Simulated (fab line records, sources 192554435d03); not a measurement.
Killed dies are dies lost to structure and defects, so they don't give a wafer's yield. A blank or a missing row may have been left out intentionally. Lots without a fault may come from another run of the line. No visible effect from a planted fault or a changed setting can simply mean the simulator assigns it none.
A lot that was struck, set against a sound lot | flow n5-finfet | 15 steps out of a route of 1938
Sound: the wafers L487.1, L487.3, L487.6. Wafers L489.2, L489.3, L489.6 were the ones struck. The cause is named last.
Order at every step that has rows: each side's tool, ch and its chambers, its first start. Under that, the readings that differ: sound wafers | struck wafers | difference of the means | sigmas: that difference in standard deviations of wafers without a fault.
alike: readings whose means differ by less than 2 such deviations, and words and numbers that are the same on both sides. not compared: withheld readings, readings that some wafer has no value for, bounds like >300 that may hide the same value, and numbers for which the record gives no deviation and whose values overlap.
Wherever a step has rows on one side only, a row that says differs or no value, or a row with sigmas, the two part there. When numbers do not overlap yet have no deviation, they are printed without sigmas and do not part them. Lack of a reading on every wafer of one side parts them only where that side has two or more wafers.

first, 1 step without rows for these wafers: N5_BEOL_M15_STRIP_36 (strips in O2).
N5_BEOL_M15_STRIP_62: strips in O2.
  sound: rie-diel-02 ch 1,3; struck: rie-diel-02 ch 0,1,2
  alike: drypump-motor-current-A, o2-flow-sccm, oes-product-au, rf-vpp-V, showerhead-plenum-p-Torr, throttle-valve-pct
  not compared: rf-hours-counter-h
N5_BEOL_M15_STRIP_37: strips in O2.
  sound: rie-diel-02 ch 1,3; struck: rie-diel-02 ch 0,1,2
  alike: drypump-motor-current-A, o2-flow-sccm, oes-product-au, rf-vpp-V, showerhead-plenum-p-Torr, throttle-valve-pct
  not compared: rf-hours-counter-h
then, 4 steps without rows for these wafers: N5_BEOL_M15_ETCH_38 (etches SiCN in CF4/N2, target depth 106.4 nm, time 120.5 s); N5_BEOL_M15_PRECLEAN_39 (cleans in residue remover, time 60 s); N5_BEOL_M15_SRD_40 (time 30 s, dry time 30 s); N5_BEOL_M15_DEGAS_41 (time 60 s).
N5_BEOL_M15_PRE_CLEAN_42: time 30 s.
  struck on pvd-sputter-02, day 13 20:14; sound on pvd-sputter-03, day 13 09:44
  alike: heater-power-w, susceptor-temp-C
then, 2 steps without rows for these wafers: N5_BEOL_M15_SPUTTER_43 (material TaN, target thk 15 nm, time 24.19 s); N5_BEOL_M15_SPUTTER_44 (material Ta, target thk 15 nm, time 24.19 s).
N5_BEOL_M15_SPUTTER_45: material Cu, target thk 100 nm, time 16.67 s.
  struck on pvd-sputter-02, day 13 20:26; sound on pvd-sputter-03, day 13 09:56
  alike: susceptor-temp-C, throttle-valve-pct
then, 1 step without rows for these wafers: N5_BEOL_M15_ECD_47 (material Cu, target thk 1860 nm).
N5_BEOL_M15_ANNEAL_48: time 90 s.
  sound on rtp-anneal-02 ch 0, day 13 10:17; struck on rtp-anneal-02 ch 0, day 13 20:51
  reading          | sound                | struck               | difference | sigmas
  wafer_temp_C_max | 226.25 226.48 225.74 | 235.53 235.35 235.76 | +9.39      | +32
N5_BEOL_M15_CMP_49: polishes, stops on SiO2, t overpolish 4.9 s, target thk 850 nm.
  sound on cmp-01 ch 1,2,3, day 13 10:40; struck on cmp-01 ch 0,2,3, day 13 21:08
  alike: barrier-field-endpoint-s, motor-current-A, overpolish-run-s
N5_PASSIVATION_PROBE_49:
  struck on prober-01, day 14 10:42; sound on prober-02, day 14 02:34
  reading            | sound    | struck   | difference | sigmas
  killed_at_M0_to_M3 | 48 57 37 | 34 13 21 | -25        | -2
  killed-open        | 95 93 76 | 55 54 69 | -29        | -2
  alike: defect-limited-yield, killed_at_M4_up, killed-at-contacts, killed-at-front-end, killed-at-other, killed-dies, killed-short, sort_bin_5_function, sort_bin_6_memory, sort_bin_8_speed, sort-n-pass, sort-yield-pct

WHERE THEY PART
Earliest at N5_BEOL_M15_ANNEAL_48; latest, in this record, at N5_PASSIVATION_PROBE_49.

WHY: the cause the simulator had injected
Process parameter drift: rtp-anneal-02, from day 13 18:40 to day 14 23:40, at N5_BEOL_M15_ANNEAL_48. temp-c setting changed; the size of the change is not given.
